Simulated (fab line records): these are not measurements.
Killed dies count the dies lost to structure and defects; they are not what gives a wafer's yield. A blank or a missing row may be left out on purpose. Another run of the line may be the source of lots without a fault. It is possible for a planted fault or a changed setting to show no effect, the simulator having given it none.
Chamber matching | flow n5Finfet | N5_BEOL_M1_CO_CAP_55 on cvdCo-01: 3 sister chambers
The step material Co, precursor CCTBA/H2, target thk 2 nm, time 102.1 s. 3 wafers are shown with their chamber, then 12 later ones without.

== WAFERS PAIRED WITH THEIR CHAMBERS ==
wafer  | chamber | heaterPowerW (W)
L088.2 | 1       | 241
L089.1 | 2       | 216
L089.5 | 0       | 245

== WAFERS MISSING THEIR CHAMBER ==
wafer  | heaterPowerW (W)
L092.2 | 227
L092.4 | 246
L092.6 | 237
L093.2 | 245
L093.3 | 223
L093.6 | 225
L094.1 | 246
L094.2 | 234
L094.4 | 219
L095.4 | 228
L095.5 | 232
L095.6 | 253

== WHICH CHAMBER EACH ONE RAN IN ==
wafer  | from the rows above          | in truth
L092.2 | can't be placed: 2 or 1 or 0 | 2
L092.4 | can't be placed: 0 or 1      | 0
L092.6 | can't be placed: 1 or 0      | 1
L093.2 | can't be placed: 0 or 1      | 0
L093.3 | can't be placed: 2 or 1      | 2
L093.6 | can't be placed: 2 or 1 or 0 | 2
L094.1 | can't be placed: 0 or 1      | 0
L094.2 | can't be placed: 1 or 0 or 2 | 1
L094.4 | 2                            | 2
L095.4 | can't be placed: 2 or 1 or 0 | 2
L095.5 | can't be placed: 1 or 0 or 2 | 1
L095.6 | can't be placed: 0 or 1      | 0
Correctly placed: 1 of 12. These rows do not allow placing 11 (true chamber among the candidates in 11). 0 placed wrongly.
How it was worked out, from the rows above alone: a wafer's distance from a chamber is the root of the sum, over the readings, of the square of ((its reading less the chamber's mean) divided by the reading's scatter). If the next closest chamber is less than 2 further off than the closest, the wafer can't be placed; otherwise it belongs to the closest. The mean given for a chamber averages the wafers shown for that chamber. The scatter: root of mean squared gap, hidden wafer to nearest shown wafer, with one shown wafer a chamber.
